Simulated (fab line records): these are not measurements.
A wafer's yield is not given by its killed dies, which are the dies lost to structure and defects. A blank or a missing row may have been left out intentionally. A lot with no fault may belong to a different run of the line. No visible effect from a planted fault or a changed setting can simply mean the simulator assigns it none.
Chamber matching | flow nandHarc | rieDiel-01 running NHARC_A_BLC_DESCUM_15: 4 sister chambers
The step chemistry O2, time 3 s. 20 wafers are shown with their chamber, then 10 later ones without.

EACH WAFER AND ITS CHAMBER
wafer  | chamber | o2FlowSccm (sccm) | oesProductAu (a.u.) | rfVppV (V)
L075.1 | 2       | 200.0             | 1.000               | 58.7
L075.3 | 0       | 200.1             | 1.012               | 56.0
L075.4 | 3       | 199.4             | 0.989               | 57.3
L077.1 | 2       | 199.7             | 1.001               | 58.4
L077.2 | 3       | 197.8             | 1.004               | 57.8
L077.6 | 1       | 199.3             | 1.010               | 55.8
L076.1 | 0       | 200.5             | 1.011               | 57.4
L076.3 | 1       | 200.1             | 1.001               | 58.7
L076.5 | 1       | 199.5             | 1.012               | 57.2
L079.3 | 1       | 200.6             | 1.002               | 57.0
L079.5 | 2       | 199.7             | 1.004               | 56.8
L079.6 | 3       | 199.4             | 0.997               | 59.1
L082.1 | 2       | 199.7             | 0.996               | 58.2
L082.3 | 0       | 200.1             | 1.015               | 58.3
L082.6 | 1       | 200.5             | 1.006               | 59.0
L085.3 | 0       | 200.8             | 1.020               | 60.6
L085.5 | 2       | 199.5             | 1.003               | 57.5
L085.6 | 1       | 200.8             | 1.008               | 57.8
L087.2 | 0       | 200.8             | 0.995               | 57.6
L087.5 | 1       | 199.1             | 1.005               | 58.1

SIGNATURES (averages over the wafers above)
reading      | chamber 0 | chamber 1 | chamber 2 | chamber 3 | scatter within a chamber
o2FlowSccm   | 200.460   | 199.986   | 199.720   | 198.867   | 0.567
oesProductAu | 1.01060   | 1.00629   | 1.00080   | 0.99667   | 0.00613
rfVppV       | 57.980    | 57.657    | 57.920    | 58.067    | 1.19
Rule: distance of a wafer from a chamber = root of the sum over the readings of ((wafer's reading minus chamber's mean) / reading's scatter) squared. The wafer belongs to the nearest chamber; if the next one is less than 2 further off, it can't be placed. The scatter is the square root of a quotient: the sum, over the shown wafers, of each reading's squared deviation from its chamber's mean, divided by wafers minus chambers.

WAFERS WITH NO CHAMBER GIVEN
wafer  | o2FlowSccm (sccm) | oesProductAu (a.u.) | rfVppV (V)
L087.6 | 200.3             | 0.984               | 58.5
L091.2 | 200.7             | 0.994               | 57.9
L091.3 | 199.5             | 1.012               | 58.9
L091.5 | 200.4             | 1.003               | 58.9
L094.2 | 200.4             | 0.996               | 59.0
L094.4 | 200.1             | 0.987               | 57.3
L094.6 | 200.2             | 0.988               | 58.0
L096.2 | 199.8             | 1.006               | 57.2
L096.3 | 200.7             | 1.003               | 58.3
L096.5 | 199.8             | 1.011               | 57.0

CHAMBER TAKEN BY EACH
wafer  | from the rows above               | in truth
L087.6 | can't be placed: 2 or 3 or 1 or 0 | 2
L091.2 | can't be placed: 2 or 1 or 0 or 3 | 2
L091.3 | can't be placed: 1 or 0 or 2 or 3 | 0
L091.5 | can't be placed: 1 or 0 or 2 or 3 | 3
L094.2 | can't be placed: 2 or 1 or 0 or 3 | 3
L094.4 | can't be placed: 2 or 3 or 1 or 0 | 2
L094.6 | can't be placed: 2 or 3 or 1 or 0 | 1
L096.2 | can't be placed: 1 or 2 or 0 or 3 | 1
L096.3 | can't be placed: 0 or 1 or 2      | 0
L096.5 | can't be placed: 1 or 0 or 2 or 3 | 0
Correctly placed: 0 of 10. Can't be placed from these rows: 10 (the true chamber is among the candidates in 10). Number placed wrongly: 0.
